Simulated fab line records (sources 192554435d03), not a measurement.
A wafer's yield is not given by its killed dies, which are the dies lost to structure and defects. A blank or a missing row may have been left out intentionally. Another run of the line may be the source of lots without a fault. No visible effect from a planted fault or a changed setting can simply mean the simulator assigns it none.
Chamber matching ; flow n5 finfet ; N5_BEOL_M10_ETCH_61 on rie diel-05: 4 sister chambers
The step etches SiARC in CF4, target depth 39 nm, time 65 s. 4 wafers are shown with their chamber, then 7 later ones without.

## WAFERS PAIRED WITH THEIR CHAMBERS
wafer;chamber;showerhead plenum p Torr (Torr)
L085.1;0;2.25
L085.3;3;2.12
L088.1;1;2.10
L088.4;2;2.19

## WAFERS WHOSE CHAMBER IS MISSING
wafer;showerhead plenum p Torr (Torr)
L088.5;2.10
L091.2;2.19
L091.3;2.10
L091.6;2.10
L096.3;2.24
L096.5;2.09
L096.6;2.19

## WHICH CHAMBER EACH ONE RAN IN
wafer;from the rows above;in truth
L088.5;1;1
L091.2;2;2
L091.3;1;1
L091.6;1;1
L096.3;0;0
L096.5;1;1
L096.6;2;2
Correct placement for 7 of the 7. Can't be placed from these rows: 0. 0 placed wrongly.
How it was worked out, from the rows above alone: a wafer's distance from a chamber is the root of the sum, over the readings, of the square of ((its reading less the chamber's mean) divided by the reading's scatter). The wafer belongs to the nearest chamber; if the next one is less than 2 further off, it can't be placed. The mean given for a chamber averages the wafers shown for that chamber. The scatter: with one shown wafer a chamber, the root of the mean of the squares of how far each hidden wafer lies from its nearest shown one.
